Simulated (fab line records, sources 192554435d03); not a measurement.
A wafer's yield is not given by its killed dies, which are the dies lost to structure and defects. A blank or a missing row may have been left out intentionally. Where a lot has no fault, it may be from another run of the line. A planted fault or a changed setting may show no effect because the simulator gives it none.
Chamber matching | flow n5_finfet | rie_diel-02 running N5_BEOL_M3_ETCH_77: 4 sister chambers
The step etches underlayer in N2/H2, target depth 6.5 nm, time 5.2 s. 4 wafers are shown with their chamber, then 8 later ones without.

WAFERS PAIRED WITH THEIR CHAMBERS
wafer  | chamber | drypump_motor_current_A (A)
L081.5 | 1       | 6.2
L089.1 | 2       | 6.7
L089.2 | 3       | 6.5
L090.3 | 0       | 5.0

WAFERS WITHOUT THEIR CHAMBER
wafer  | drypump_motor_current_A (A)
L090.4 | 6.5
L090.6 | 6.7
L095.1 | 6.8
L095.3 | 5.0
L095.4 | 6.5
L096.2 | 5.0
L096.3 | 6.5
L096.4 | 6.7

EACH ONE'S CHAMBER
wafer  | from the rows above | in truth
L090.4 | 3                   | 3
L090.6 | 2                   | 2
L095.1 | 2                   | 2
L095.3 | 0                   | 0
L095.4 | 3                   | 3
L096.2 | 0                   | 0
L096.3 | 3                   | 3
L096.4 | 2                   | 2
8 of 8 placed correctly. From these rows, 0 cannot be placed. Placed wrongly: 0.
How it was worked out, from the rows above alone: a wafer's distance from a chamber is the root of the sum, over the readings, of the square of ((its reading less the chamber's mean) divided by the reading's scatter). The wafer belongs to the nearest chamber; if the next one is less than 2 further off, it can't be placed. Each chamber's mean is taken over the wafers shown for it. The scatter: with one shown wafer a chamber, the root of the mean of the squares of how far each hidden wafer lies from its nearest shown one.
